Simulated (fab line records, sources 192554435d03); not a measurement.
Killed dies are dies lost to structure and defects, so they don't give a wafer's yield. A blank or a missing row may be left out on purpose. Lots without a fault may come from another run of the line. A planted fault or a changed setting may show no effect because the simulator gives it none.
fab line records | flow n5_finfet
record lots=5 wafers=15 last_day=19
route steps=1938 shown BEOL_M1@780 BEOL_M4@1111 PASSIVATION@1936
lots that met no fault: from a run of the same line without faults
start_h: hours from the record's first day to the start of the lot's first wafer shown | wait_h: hours since the lot's step before | " the same as in the row above | L1.1+2: a row that stands for several wafers | - no value, or no start given | * or withheld: withheld | < > ~ a bound
route shown NAME@n: a module of which the file shows steps, and the number in the route of the first | usual: mean/standard deviation of fault-free wafers | same: alike in all rows | chamber/n: place in a boat | sites: the reading at each site | _std_site: their standard deviation | _edge_site: outer sites' mean less inner sites' | radius_mm: how far each site lies from the wafer's centre | mask NAME#n: copy n | behind: the tool/chamber that last shaped the wafer | hold: why the lot was held/for how many hours/how that ended | device: the transistor (n, p or np) that didn't switch | end of line: the same wafers' tests at the end of the route | a step without rows: its recipe alone | killed: dies lost to structure and defects at the first sort, not the wafer's yield | map: a wafer's dies, x killed, . not, _ none there
set.NAME: the setting as run; set.NAME@STEP: as run at that earlier step | model.NAME: the simulator's own value behind a step, which no gauge read
lots at some steps of the route; a table a step, a row a wafer
services: from which hour (start_h, from the record's first day; less than 0 if before it) a tool's chamber was out of use, for how many hours, and why
## steps
# step N5_BEOL_M1_COAT_22
# recipe resist=CAR-EUV spin_rpm=1500 resist_thk_nm=30
# step N5_BEOL_M1_EBR_24
# recipe solvent=PGMEA ebr_width_mm=1.5
# step N5_BEOL_M1_SOFTBAKE_23
# recipe temp_c=110 time_s=60 resist=CAR-EUV
# step N5_BEOL_M1_EXPOSE_25
# recipe mask_id=V0 na=0.33 source_shape=quasar sigma_inner=0.2 sigma_outer=0.8 polarization=unpolarized defocus_nm=5 target_cd_nm=24 dose_mj=63
# step N5_BEOL_M1_PEB_26
# recipe peb_temp_c=100 peb_time_s=60 resist=CAR-EUV
# step N5_BEOL_M1_DEVELOP_27
# recipe develop_time_s=30 developer=TMAH resist=CAR-EUV rinse_liquid=surfactant_rinse dry=air_spin dev_temp_c=23
# step N5_BEOL_M1_CD_MEAS_28
# recipe landing_energy_ev=500 detector=se_inlens target_cd_y_nm=23.3
# usual cd_nm=24.00/0.23
# columns lot.wafer tool chamber start_h wait_h cd_nm
L342.2 cd_sem-03 0 132.47 - 24.07
L342.3 " 0 " " 23.99
L342.5 " 0 " " 23.92
L343.1 cd_sem-01 0 135.62 - 23.95
L343.4 " 0 " " 23.66
L343.6 " 0 " " 24.30
L348.2 cd_sem-01 0 166.04 - 23.92
L348.3 " 0 " " 23.73
L348.5 " 0 " " 24.31
L362.1 cd_sem-03 0 253.18 - 24.42
L362.3 " 0 " " 24.30
L362.6 " 0 " " 23.97
L363.1 cd_sem-02 0 254.05 - 24.04
L363.2 " 0 " " 23.90
L363.6 " 0 " " 24.03
# step N5_BEOL_M1_OVL_MEAS_29
# recipe points_per_wafer=522
# usual V0_OVL=0.1/0.74
# columns lot.wafer tool chamber start_h wait_h V0_OVL[nm]
L342.2 overlay-02 0 132.50 0.0 -0.7
L342.3 " 0 " " -0.5
L342.5 " 0 " " -0.3
L343.1 overlay-01 0 135.65 0.0 -0.2
L343.4 " 0 " " -0.9
L343.6 " 0 " " -0.3
L348.2 overlay-01 0 166.07 0.0 1.5
L348.3 " 0 " " 0.7
L348.5 " 0 " " 1.4
L362.1 overlay-01 0 253.21 0.0 -1.3
L362.3 " 0 " " -0.8
L362.6 " 0 " " -0.7
L363.1 overlay-02 0 254.08 0.0 0.3
L363.2 " 0 " " 0.4
L363.6 " 0 " " 0.1
# step N5_BEOL_M1_INSPECT_30
# recipe mode=adi inspect_instrument=brightfield
# usual raw_defect_count=442/120
# columns lot.wafer tool chamber start_h wait_h raw_defect_count
L342.2 defect_inspect-01 - 132.56 0.0 360
L342.3 " - " " 339
L342.5 " - " " 356
L343.1 defect_inspect-01 - 135.71 0.1 367
L343.4 " - " " 509
L343.6 " - " " 316
L348.2 defect_inspect-02 - 166.12 0.0 510
L348.3 " - " " 533
L348.5 " - " " 718
L362.1 defect_inspect-01 - 253.28 0.1 538
L362.3 " - " " 445
L362.6 " - " " 363
L363.1 defect_inspect-02 - 254.14 0.1 435
L363.2 " - " " 525
L363.6 " - " " 455
# step N5_BEOL_M1_DESCUM_33
# recipe chemistry=O2 time_s=7 source_power_w=50 bias_power_w=20 pressure_mtorr=20 rf_frequency_hz=2.712e+07 temp_c=40 resist=CAR-EUV o2_flow_sccm=225
# usual chamber_pressure_mTorr=19.999/0.018 drypump_motor_current_A=5.9/0.34 o2_flow_sccm=225.0/0.65 oes_product_au=0.80/0.1 rf_vpp_V=243.7/1.3 showerhead_plenum_p_Torr=2.13/0.067 throttle_valve_pct=20.49/0.2
# columns lot.wafer tool chamber start_h wait_h chamber_pressure_mTorr drypump_motor_current_A o2_flow_sccm oes_product_au rf_hours_counter_h rf_vpp_V showerhead_plenum_p_Torr throttle_valve_pct
L342.2 rie_diel-02 0 132.59 0.0 20.015 5.5 225.1 0.77 148 243.3 2.17 20.81
L342.3 " 3 " " 19.991 6.3 226.6 0.95 11 245.1 2.24 20.36
L342.5 " 0 " " 19.986 5.5 224.3 0.77 - 245.3 2.17 20.83
L343.1 rie_diel-05 2 135.75 0.0 20.002 5.1 226.3 0.76 158 242.3 2.01 20.32
L343.4 " 0 " " 19.977 6.1 225.2 0.70 201 242.2 2.16 20.48
L343.6 " 3 " " 20.040 5.8 224.9 0.70 - 244.4 2.16 20.66
L348.2 rie_diel-01 1 166.16 0.0 20.035 5.8 226.2 0.70 244 244.7 2.17 20.96
L348.3 " 2 " " 20.006 5.9 224.8 0.70 249 240.9 1.97 20.64
L348.5 " 1 " " 20.011 5.8 226.2 0.69 - 245.6 2.17 20.98
L362.1 rie_diel-01 0 253.31 0.0 20.013 6.3 224.8 0.83 78 242.6 2.10 20.57
L362.3 " 2 " " 20.001 5.8 223.7 0.96 23 244.8 2.22 20.27
L362.6 " 2 " " 19.993 5.8 224.2 0.95 - 244.5 2.22 20.27
L363.1 rie_diel-05 2 254.17 0.0 20.002 5.0 225.2 0.72 196 242.0 2.00 20.38
L363.2 " 1 " " 19.970 6.0 224.2 0.73 158 242.5 2.08 20.43
L363.6 " 1 " " 19.966 6.0 225.0 0.74 - 241.8 2.08 20.40
# step N5_BEOL_M1_ETCH_77
# recipe chemistry=N2/H2 target=underlayer target_depth_a=65 mask_material=CAR-EUV time_s=5.2 ion_energy_ev=200 pressure_mtorr=30 source_w=840 bias_w=150 n2_flow_sccm=200 h2_flow_sccm=200 ends=cleared
# usual chamber_pressure_mTorr=30.00/0.044 drypump_motor_current_A=5.9/0.34 etch_rf_on_time_s=5.21/0.11 n2_flow_sccm=200.1/0.61 oes_product_au=0.68/0.089 rf_vpp_V=525.0/2.7 showerhead_plenum_p_Torr=2.58/0.082 throttle_valve_pct=17.91/0.23
# columns lot.wafer tool chamber start_h wait_h chamber_pressure_mTorr drypump_motor_current_A etch_rf_on_time_s n2_flow_sccm oes_product_au rf_hours_counter_h rf_vpp_V showerhead_plenum_p_Torr throttle_valve_pct
L342.2 rie_diel-02 0 132.62 0.0 29.99 5.5 5.41 199.9 0.64 148 524.3 2.65 18.23
L342.3 " 3 " " 30.07 6.2 5.11 200.1 0.81 11 528.1 2.71 17.75
L342.5 " 0 " " 29.97 5.5 5.39 200.7 0.64 - 526.6 2.65 18.24
L343.1 rie_diel-05 2 135.78 0.0 29.98 5.0 5.11 199.9 0.65 158 517.8 2.42 17.62
L343.4 " 0 " " 29.90 6.1 5.44 200.5 0.59 201 525.6 2.62 18.04
L343.6 " 3 " " 30.04 5.7 5.14 200.2 0.60 - 527.3 2.61 17.99
L348.2 rie_diel-01 1 166.19 0.0 29.98 5.8 5.17 201.1 0.60 244 526.7 2.63 18.35
L348.3 " 2 " " 30.05 5.8 5.26 199.6 0.60 250 519.3 2.38 17.95
L348.5 " 1 " " 29.86 5.8 5.15 200.6 0.59 - 525.9 2.63 18.36
L362.1 rie_diel-01 0 253.35 0.0 29.97 6.3 5.27 199.4 0.70 78 526.8 2.59 18.17
L362.3 " 2 " " 30.00 5.9 5.07 199.6 0.81 23 529.5 2.68 17.53
L362.6 " 2 " " 29.97 5.8 5.13 199.0 0.79 - 527.1 2.68 17.54
L363.1 rie_diel-05 2 254.21 0.0 30.04 5.0 5.01 200.5 0.62 196 520.9 2.40 17.68
L363.2 " 1 " " 29.99 6.0 5.17 199.9 0.64 158 523.5 2.53 17.81
L363.6 " 1 " " 29.92 6.0 5.14 201.3 0.65 - 523.9 2.53 17.79
# step N5_BEOL_M1_ETCH_69
# recipe chemistry=CF4 target=SiARC target_depth_a=156 mask_material=CAR-EUV time_s=26 ion_energy_ev=80 pressure_mtorr=40 source_w=545 bias_w=36 Ar_flow_sccm=100 cf4_flow_sccm=100 ends=cleared
# usual chamber_pressure_mTorr=40.00/0.035 drypump_motor_current_A=5.9/0.34 etch_rf_on_time_s=26.0/0.5 oes_product_au=0.68/0.09 rf_vpp_V=184.5/1.2 showerhead_plenum_p_Torr=2.18/0.062 throttle_valve_pct=15.71/0.2
# columns lot.wafer tool chamber start_h wait_h chamber_pressure_mTorr drypump_motor_current_A etch_rf_on_time_s oes_product_au rf_hours_counter_h rf_vpp_V showerhead_plenum_p_Torr throttle_valve_pct
L342.2 rie_diel-02 0 132.64 0.0 39.94 5.5 27.0 0.64 148 185.6 2.22 15.97
L342.3 " 3 " " 39.91 6.2 25.4 0.81 11 184.3 2.26 15.35
L342.5 " 0 " " 40.00 5.5 26.9 0.64 - 186.1 2.22 15.99
L343.1 rie_diel-05 2 135.80 0.0 40.04 5.0 25.3 0.65 158 182.1 2.06 15.52
L343.4 " 0 " " 40.02 6.1 26.4 0.60 201 185.8 2.22 15.83
L343.6 " 3 " " 39.99 5.8 25.7 0.60 - 184.9 2.20 15.86
L348.2 rie_diel-01 1 166.21 0.0 39.92 5.8 25.4 0.60 244 186.0 2.20 16.07
L348.3 " 2 " " 40.03 5.9 26.4 0.59 250 182.3 2.02 15.89
L348.5 " 1 " " 40.03 5.8 25.6 0.60 - 185.4 2.20 16.07
L362.1 rie_diel-01 0 253.37 0.0 39.98 6.3 26.3 0.70 78 185.5 2.17 15.86
L362.3 " 2 " " 39.96 5.8 25.4 0.81 23 185.2 2.26 15.43
L362.6 " 2 " " 40.02 5.8 25.3 0.81 - 187.3 2.26 15.42
L363.1 rie_diel-05 2 254.22 0.0 40.02 5.0 25.4 0.63 196 184.6 2.05 15.59
L363.2 " 1 " " 40.07 6.0 25.8 0.64 158 184.5 2.13 15.68
L363.6 " 1 " " 39.95 6.0 25.9 0.63 - 183.9 2.13 15.67
# step N5_BEOL_M1_ALD_98
# recipe material=SiO2 target_thk_a=25 temp_c=100 ald_precursor_family=BDEAS ald_co_reactant=O2-plasma pulse_time_s=1 co_reactant_pulse_time_s=1 purge_time_s=2 co_reactant_purge_time_s=2 ald_cycles=17 pressure_torr=2
# usual heater_power_w=80/9.2 precursor_pulse_height_rel=1.002/0.019 susceptor_temp_C=100.00/0.12
# same co_reactant_pulse_time_s=1
# columns lot.wafer tool chamber start_h wait_h heater_power_w precursor_pulse_height_rel susceptor_temp_C
L342.2 ald_sin-02 0 133.14 0.5 81 0.980 100.03
L342.3 " 3 " " 85 1.035 99.92
L342.5 " 0 " " 79 1.003 100.04
L343.1 ald_sin-03 3 135.88 0.1 60 1.003 99.87
L343.4 " 1 " " 78 0.984 100.05
L343.6 " 1 " " 78 1.020 99.99
L348.2 ald_sin-03 0 166.29 0.1 87 1.011 102.33
L348.3 " 2 " " 87 1.035 100.02
L348.5 " 1 " " 77 1.001 100.08
L362.1 ald_sin-01 0 253.45 0.1 74 0.989 99.94
L362.3 " 1 " " 95 1.007 100.07
L362.6 " 2 " " 71 0.997 99.96
L363.1 ald_sin-02 1 254.31 0.1 94 1.010 99.88
L363.2 " 0 " " 80 0.994 100.00
L363.6 " 3 " " 86 1.039 99.97
# step N5_BEOL_M1_ETCHBACK_99
# recipe chemistry=CHF3 target=SiO2 target_depth_a=50 time_s=10.4 source_w=215 bias_w=47 Ar_flow_sccm=200 CHF3_flow_sccm=12 ion_energy_ev=100 pressure_mtorr=30
# usual chamber_pressure_mTorr=30.000/0.025 drypump_motor_current_A=5.95/0.29 oes_product_au=0.83/0.1 rf_vpp_V=241/5.4 showerhead_plenum_p_Torr=2.21/0.051 throttle_valve_pct=17.13/0.22
# columns lot.wafer tool chamber start_h wait_h chamber_pressure_mTorr drypump_motor_current_A oes_product_au rf_hours_counter_h rf_vpp_V showerhead_plenum_p_Torr throttle_valve_pct
L342.2 rie_diel-02 0 134.02 0.8 29.998 5.44 0.75 148 243 2.23 17.41
L342.3 " 1 " " 30.030 5.72 0.66 249 243 2.22 17.25
L342.5 " 0 " " 30.013 5.46 0.76 - 243 2.23 17.39
L343.1 rie_diel-01 0 138.13 2.2 30.013 6.30 0.89 37 249 2.20 17.25
L343.4 " 3 " " 29.985 5.82 0.89 42 245 2.19 17.06
L343.6 " 0 " " 29.977 6.33 0.88 - 248 2.20 17.25
L348.2 rie_diel-02 1 167.47 1.1 30.012 5.71 0.96 4 243 2.22 16.87
L348.3 " 3 " " 30.043 6.30 0.92 21 237 2.28 16.85
L348.5 " 0 " " 30.007 5.44 0.74 - 243 2.22 17.41
L362.1 rie_diel-01 2 256.21 2.7 30.029 5.86 0.95 24 241 2.27 16.86
L362.3 " 1 " " 30.019 5.82 0.92 11 230 2.21 17.09
L362.6 " 0 " " 29.987 6.32 0.82 - 248 2.18 17.32
L363.1 rie_diel-01 1 259.51 5.2 29.992 5.81 0.91 12 230 2.21 17.09
L363.2 " 2 " " 30.002 5.85 0.94 25 241 2.27 16.85
L363.6 " 0 " " 29.999 6.36 0.82 - 247 2.18 17.33
# step N5_BEOL_M4_RC_MEAS_101
# usual DIBL_N=36.0/2.2 DIBL_P=36.2/2.4 IOFF_N=0.16/0.035 IOFF_P=0.21/0.037 ION_N=672/13 ION_P=461/7 SS_N=71.4/0.69 SS_P=73.2/0.75 VT_N=250/3.4 VT_P=-251/3
# columns lot.wafer tool chamber start_h wait_h DIBL_N[mV/V] DIBL_P[mV/V] IOFF_N[nA/um] IOFF_P[nA/um] ION_N[uA/um] ION_P[uA/um] SS_N[mV/dec] SS_P[mV/dec] VT_N[mV] VT_P[mV]
L343.1 prober-01 0 202.39 0.0 38.2 37.7 0.19 0.24 680 462 71.8 74.0 246 -247
L343.4 " 0 " " 36.0 35.7 0.15 0.21 675 462 71.6 73.1 248 -253
L343.6 " 0 " " 35.5 33.4 0.13 0.17 665 453 71.6 72.9 251 -254
L342.2 prober-02 0 207.85 0.2 35.1 37.4 0.16 0.23 676 470 72.0 72.7 252 -248
L342.3 " 0 " " 31.4 32.0 0.11 0.15 659 454 69.9 71.6 255 -252
L342.5 " 0 " " 29.9 30.3 0.08 0.13 643 443 70.3 71.0 257 -256
L348.2 prober-02 0 235.85 0.2 37.9 39.0 0.19 0.27 677 463 71.8 74.1 246 -249
L348.3 " 0 " " 34.0 33.4 0.13 0.17 679 462 69.7 72.4 249 -250
L348.5 " 0 " " 38.6 39.8 0.23 0.29 692 477 71.1 74.2 241 -245
L362.1 prober-02 0 333.77 0.0 37.3 34.7 0.16 0.23 680 469 71.4 72.3 247 -246
L362.3 " 0 " " 38.3 36.8 0.18 0.26 691 480 71.2 74.1 248 -245
L362.6 " 0 " " 37.3 34.7 0.16 0.22 675 466 71.4 72.6 250 -246
L363.1 prober-02 0 338.03 0.0 31.7 32.4 0.11 0.14 658 455 70.7 72.2 257 -258
L363.2 " 0 " " 32.4 33.1 0.11 0.15 669 459 70.8 72.2 255 -256
L363.6 " 0 " " 31.6 31.1 0.11 0.13 657 447 70.8 71.9 253 -255
# step N5_PASSIVATION_PROBE_49
# usual defect_limited_yield=91.2/1.4 killed_at_M0_to_M3=34/9.4 killed_at_M4_up=14/5.6 killed_at_contacts=13/7.8 killed_at_front_end=37/10 killed_at_other=4/3.3 killed_dies=103/17 killed_open=68/13 killed_short=33/8.2 sort_bin_5_function=5.1/0.92 sort_bin_6_memory=3.3/0.71 sort_bin_8_speed=0.01/0.043 sort_n_pass=1077/17 sort_yield_pct=91.2/1.4
# same gross_dies=1180 killed_at_back_side=0 sort_bin_4_leakage[%]=0
# columns lot.wafer tool chamber start_h wait_h defect_limited_yield[%] killed_at_M0_to_M3 killed_at_M4_up killed_at_contacts killed_at_front_end killed_at_other killed_dies killed_open killed_short sort_bin_5_function[%] sort_bin_6_memory[%] sort_bin_8_speed[%] sort_n_pass sort_yield_pct[%]
L343.1 prober-01 - 309.23 0.0 90.8 32 13 15 44 4 108 60 41 4.7 3.1 0 1072 90.8
L343.4 prober-01 - 309.38 0.2 91.5 32 17 11 36 4 100 65 35 4.7 3.5 0 1080 91.5
L343.6 prober-01 - 309.48 0.3 92.4 32 13 10 30 5 90 61 27 4.2 3.5 0 1090 92.4
L348.2 prober-02 - 343.88 0.1 92.8 20 9 8 45 3 85 59 24 4.0 3.1 0 1095 92.8
L348.3 prober-02 - 343.93 0.1 91.5 24 14 12 44 6 100 67 33 5.5 2.8 0 1080 91.5
L348.5 prober-02 - 344.03 0.2 90.4 25 19 10 52 7 113 78 34 5.8 3.3 0 1067 90.4
L362.1 prober-01 - 441.21 0.2 89.2 58 11 11 45 2 127 83 39 5.8 4.0 0 1053 89.2
L362.3 prober-01 - 441.31 0.3 92.1 34 15 15 29 0 93 58 35 4.6 2.8 0 1087 92.1
L362.6 prober-01 - 441.46 0.5 90.9 37 10 19 40 1 107 69 29 5.3 2.5 0 1073 90.9
L363.1 prober-02 - 452.51 0.0 93.7 27 8 3 32 4 74 41 32 3.6 2.3 0 1106 93.7
L363.2 prober-02 - 452.56 0.1 91.3 40 14 9 35 5 103 56 42 5.2 2.7 0 1077 91.3
L363.6 prober-02 - 452.76 0.3 90.7 39 20 10 34 7 110 76 34 5.8 3.3 0 1070 90.7
# killed by level:class
L343.1 MOL_CONTACT_COAG:geometric_particle:open=11 BEOL_M2:geometric_particle:open=9 FIN_SAQP:geometric_particle:short=7 STI_FIN_REVEAL:geometric_particle:open=7 BEOL_M4:geometric_particle:open=7 HKMG_FIN:area_etch=7 BEOL_M0_SAQP:geometric_particle:short=6 ILD0:geometric_particle:short=5
L343.4 MOL_CONTACT_COAG:geometric_particle:open=10 STI_FIN_REVEAL:geometric_particle:open=8 FIN_SAQP:geometric_particle:short=7 BEOL_M2:geometric_particle:short=7 FIN_SAQP:geometric_particle:open=6 BEOL_M2:geometric_particle:open=6 BEOL_M4:geometric_particle:open=6 BEOL_M7:geometric_particle:open=6
L343.6 BEOL_M3:geometric_particle:open=10 MOL_CONTACT_COAG:geometric_particle:open=8 BEOL_M2:geometric_particle:open=8 GATE_CUT:geometric_particle:short=6 BEOL_M0:geometric_particle:open=6 DUMMY_GATE:geometric_particle:open=4 BEOL_M4:geometric_particle:open=4 STARTING-WAFER:geometric_particle:short=4
L348.2 STI_FIN_REVEAL:geometric_particle:open=16 MOL_CONTACT_COAG:geometric_particle:open=7 BEOL_M0_SAQP:geometric_particle:short=6 FIN_SAQP:geometric_particle:short=4 BEOL_M0_SAQP:geometric_particle:open=4 STI_FIN_REVEAL:geometric_particle:short=3 DUMMY_GATE:geometric_particle:open=3 ILD0:geometric_particle:open=3
L348.3 STI_FIN_REVEAL:geometric_particle:open=12 MOL_CONTACT_COAG:geometric_particle:open=10 FIN_SAQP:geometric_particle:open=8 BEOL_M0_SAQP:geometric_particle:short=8 FIN_SAQP:geometric_particle:short=6 GATE_CUT:geometric_particle:short=6 BEOL_M5:geometric_particle:open=5 BEOL_M0_SAQP:geometric_particle:open=4
L348.5 STI_FIN_REVEAL:geometric_particle:open=17 MOL_CONTACT_COAG:geometric_particle:open=10 BEOL_M0_SAQP:geometric_particle:open=9 FIN_SAQP:geometric_particle:open=7 STI_FIN_REVEAL:geometric_particle:short=7 BEOL_M4:geometric_particle:open=6 ILD0:geometric_particle:open=4 FIN_SAQP:geometric_particle:short=4
L362.1 BEOL_M1:geometric_particle:open=14 BEOL_M0_SAQP:geometric_particle:open=13 BEOL_M3:geometric_particle:open=12 GATE_CUT:geometric_particle:short=11 STI_FIN_REVEAL:geometric_particle:open=10 MOL_CONTACT_COAG:geometric_particle:open=7 DUMMY_GATE:geometric_particle:open=6 BEOL_M0_SAQP:geometric_particle:short=6
L362.3 BEOL_M4:geometric_particle:open=10 BEOL_M1:geometric_particle:open=9 MOL_CONTACT_COAG:geometric_particle:open=8 MOL_CONTACT_COAG:geometric_particle:short=7 BEOL_M0_SAQP:geometric_particle:short=7 DUMMY_GATE:geometric_particle:open=6 BEOL_M0_SAQP:geometric_particle:open=5 BEOL_M1:geometric_particle:short=5
L362.6 MOL_CONTACT_COAG:geometric_particle:open=17 BEOL_M3:geometric_particle:open=11 STI_FIN_REVEAL:geometric_particle:open=10 BEOL_M3:geometric_particle:short=8 HKMG_FIN:area_etch=8 DUMMY_GATE:geometric_particle:open=7 BEOL_M0_SAQP:geometric_particle:short=7 BEOL_M4:geometric_particle:open=6
L363.1 STI_FIN_REVEAL:geometric_particle:open=7 BEOL_M2:geometric_particle:open=7 FIN_SAQP:geometric_particle:short=6 BEOL_M0_SAQP:geometric_particle:short=5 FIN_SAQP:geometric_particle:open=4 BEOL_M0_SAQP:geometric_particle:open=4 BEOL_M2:geometric_particle:short=4 BEOL_M3:geometric_particle:open=4
L363.2 BEOL_M2:geometric_particle:open=15 BEOL_M0_SAQP:geometric_particle:short=10 BEOL_M4:geometric_particle:open=9 MOL_CONTACT_COAG:geometric_particle:open=8 FIN_SAQP:geometric_particle:short=7 BEOL_M2:geometric_particle:short=7 STI_FIN_REVEAL:geometric_particle:open=5 HKMG_FIN:area_etch=5
L363.6 BEOL_M2:geometric_particle:open=12 BEOL_M4:geometric_particle:open=11 MOL_CONTACT_COAG:geometric_particle:open=9 STI_FIN_REVEAL:geometric_particle:open=8 BEOL_M2:geometric_particle:short=8 BEOL_M3:geometric_particle:open=8 DUMMY_GATE:geometric_particle:open=5 BEOL_M0_SAQP:geometric_particle:short=5
## services
# columns tool chamber start_h hours kind
rie_diel-05 1 109.28 4.8 repair
ald_sin-03 - 119.99 2.8 pm
ald_sin-03 1 130.03 1.8 repair
ald_sin-01 2 130.46 7.6 repair
rie_diel-05 1 140.73 9.1 repair
rie_diel-01 3 144.44 4.0 repair
rie_diel-01 2 168.39 - clean
rie_diel-01 2 168.39 - consumable_replace:focus_ring
rie_diel-01 2 168.39 - consumable_replace:showerhead
rie_diel-01 2 168.39 21.4 scheduled_down
rie_diel-01 2 168.39 21.4 vent_cycle
rie_diel-02 2 177.07 8.7 repair
rie_diel-01 1 189.91 - clean
rie_diel-01 1 189.91 - consumable_replace:focus_ring
rie_diel-01 1 189.91 30.6 scheduled_down
rie_diel-01 1 189.91 30.6 vent_cycle
ald_sin-03 - 194.21 6.0 pm
rie_diel-02 1 203.82 16.6 repair
rie_diel-01 3 205.00 4.9 repair
ald_sin-03 2 223.34 3.2 repair
rie_diel-05 0 227.75 9.5 repair
ald_sin-01 - 250.23 0.8 repair
rie_diel-01 3 252.29 4.1 repair
ald_sin-02 1 255.93 2.9 repair
## key
first_sign step=N5_BEOL_M1_ALD_98 reading=susceptor_temp_C direction=up sigmas=20 usual=* struck=*
effect none on later readings
met_at N5_BEOL_M1_ALD_98
struck_wafers L348.2
fault kind=process_parameter_drift tool=ald_sin-03 chamber=0 onset_h=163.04 steps=N5_BEOL_M1_ALD_98 channel=temp_c offset=* shape=step end_h=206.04 acts_in=* stated=*
